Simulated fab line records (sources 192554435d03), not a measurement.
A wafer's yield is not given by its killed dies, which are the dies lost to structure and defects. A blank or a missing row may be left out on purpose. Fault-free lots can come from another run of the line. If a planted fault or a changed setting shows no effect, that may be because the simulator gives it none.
Struck lot and sound lot, side by side / flow n5Finfet / 19 steps out of a route of 1938
Sound: wafers L972.1, L972.2, L972.4. Wafers L973.1, L973.3, L973.6 were the ones struck. Last of all comes the cause.
Each step with rows lists, per side, the tool, then ch with its chambers, then its first start. Under that, the readings that differ: sound wafers / struck wafers / difference of the means / sigmas: that difference in standard deviations of wafers without a fault.
alike: same words and numbers on both sides, and readings whose means sit less than 2 such deviations apart. not compared: any withheld reading, any reading some wafer has no value for, any bound like >300 that may hide the same value, and any number with overlapping values for which the record gives no deviation.
Wherever a step has rows on one side only, a row that says differs or no value, or a row with sigmas, the two part there. When numbers do not overlap yet have no deviation, they are printed without sigmas and do not part them. A reading that every wafer of one side lacks parts them only if that side has two wafers or more.

first, 8 steps without rows for these wafers: N5_BEOL_M10_CMP_52 (polishes, stops on SiCOH lowk, t overpolish 7 s, target thk 140 nm); N5_BEOL_M10_PRE_CLEAN_55 (time 15 s); N5_BEOL_M10_DEP_56 (deposits SiCN from 3MS/NH3, target thk 15 nm, time 26.5 s); N5_BEOL_M11_ILD_DEP_00 (deposits SiCOH lowk from DEMS/porogen, target thk 308.51 nm, time 58 s); N5_BEOL_M11_CURE_71 (cures SiCOH lowk, time 240 s); N5_BEOL_M11_PECVD_70 (deposits SiO2 from TEOS/O2, target thk 20 nm, time 22.7 s); N5_BEOL_M11_HM_DEP_02 (deposits TiN, target thk 20 nm); N5_BEOL_M11_COAT_59 (time 60 s, resist thk 100 nm).
N5_BEOL_M11_COAT_60: time 60 s, resist thk 30 nm.
  sound on lithoTrack-01 ch 0, day 13 04:05; struck on lithoTrack-02 ch 0, day 13 04:17
reading=spinSpeedRpm (rpm); sound=1499.8 1500.4 1501.3; struck=1412.4 1413.1 1413.3; difference=-87.6; sigmas=-92
reading=model.SiARC_of_BEOL_M11_COAT_60.thkNm (nm); sound=30.2 30 30; struck=31 31 31; difference=+1; sigmas=
  alike: plateTempC
then, 7 steps without rows for these wafers: N5_BEOL_M11_COAT_05 (resist thk 90 nm); N5_BEOL_M11_EBR_07; N5_BEOL_M11_SOFTBAKE_06 (time 60 s); N5_BEOL_M11_EXPOSE_08 (exposes mask M11); N5_BEOL_M11_PEB_09 (peb time 60 s); N5_BEOL_M11_DEVELOP_10 (develop time 30 s); N5_BEOL_M11_DESCUM_16 (chemistry O2, time 7.9 s).
N5_BEOL_M11_ETCH_61: etches SiARC in CF4, target depth 39 nm, time 65 s.
  sound on rieDiel-06 ch 1,2,3, day 13 04:34; struck on rieDiel-05 ch 1,3, day 13 04:46
reading=etchRfOnTimeS (s); sound=64.0 63.7 66.2; struck=67.1 68.7 66.5; difference=+2.8; sigmas=+3
reading=model.etch.depthNm (nm); sound=30.15 30.05 30.08; struck=30.92 30.95 30.95; difference=+0.85; sigmas=
reading=model.CAR-ArF_of_BEOL_M11_COAT_05.thkNm (nm); sound=55.8 55.8 55.8; struck=54.6 54.8 54.6; difference=-1.1; sigmas=
  alike: drypumpMotorCurrentA, oesProductAu, rfVppV, showerheadPlenumPTorr, throttleValvePct
  not compared: rfHoursCounterH
N5_BEOL_M11_ETCH_62: etches SOC in N2/H2, target depth 110 nm, overetch 22 nm, time 165 s.
  sound on rieDiel-06 ch 1,2,3, day 13 04:37; struck on rieDiel-05 ch 1,3, day 13 04:49
reading=model.SiARC_of_BEOL_M11_COAT_60.thkNm (nm); sound=23.6 23.4 23.6; struck=24.4 24.6 24.4; difference=+0.9; sigmas=
  alike: drypumpMotorCurrentA, h2FlowSccm, oesProductAu, rfVppV, showerheadPlenumPTorr, throttleValvePct
  not compared: rfHoursCounterH
then, 1 step without rows for these wafers: N5_BEOL_M11_STRIP_68 (strips in N2/H2).

WHERE THEY PART
Last at N5_BEOL_M11_ETCH_61 as far as this record goes, first at N5_BEOL_M11_COAT_60. Later steps at which nothing parts them and some readings are alike: N5_BEOL_M11_ETCH_62.

WHY: whatever the simulator had introduced
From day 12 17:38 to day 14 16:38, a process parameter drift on lithoTrack-02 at N5_BEOL_M11_COAT_60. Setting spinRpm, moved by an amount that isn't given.
